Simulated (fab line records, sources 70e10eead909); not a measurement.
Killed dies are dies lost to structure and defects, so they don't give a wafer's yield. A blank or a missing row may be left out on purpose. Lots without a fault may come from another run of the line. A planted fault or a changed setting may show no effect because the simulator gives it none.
Chamber matching | flow nand_harc | NHARC_P_CONTACT_STRIP_28 on rie_diel-11: 4 sister chambers
The step strips in O2. 4 wafers are shown with their chamber, then 12 later ones without.

WAFERS WITH THEIR CHAMBER
wafer  | chamber | showerhead_plenum_p_Torr (Torr)
L088.3 | 0       | 3.44
L089.3 | 1       | 3.33
L089.5 | 2       | 3.51
L089.6 | 3       | 3.44

WAFERS WITHOUT THEIR CHAMBER
wafer  | showerhead_plenum_p_Torr (Torr)
L092.3 | 3.33
L092.4 | 3.44
L092.6 | 3.33
L093.3 | 3.51
L093.4 | 3.33
L093.5 | 3.43
L095.4 | 3.44
L095.5 | 3.43
L095.6 | 3.33
L096.2 | 3.33
L096.3 | 3.44
L096.5 | 3.33

WHICH CHAMBER EACH WENT THROUGH
wafer  | from the rows above     | in truth
L092.3 | 1                       | 1
L092.4 | can't be placed: 0 or 3 | 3
L092.6 | 1                       | 1
L093.3 | 2                       | 2
L093.4 | 1                       | 1
L093.5 | can't be placed: 0 or 3 | 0
L095.4 | can't be placed: 0 or 3 | 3
L095.5 | can't be placed: 0 or 3 | 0
L095.6 | 1                       | 1
L096.2 | 1                       | 1
L096.3 | can't be placed: 0 or 3 | 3
L096.5 | 1                       | 1
Placed correctly: 7 of 12. Can't be placed from these rows: 5 (the true chamber is among the candidates in 5). Placed wrongly: 0.
How it was worked out, from the rows above alone: a wafer's distance from a chamber is the root of the sum, over the readings, of the square of ((its reading less the chamber's mean) divided by the reading's scatter). The wafer belongs to the nearest chamber; if the next one is less than 2 further off, it can't be placed. A chamber's mean is the mean of its shown wafers. The scatter: with one shown wafer a chamber, the root of the mean of the squares of how far each hidden wafer lies from its nearest shown one.
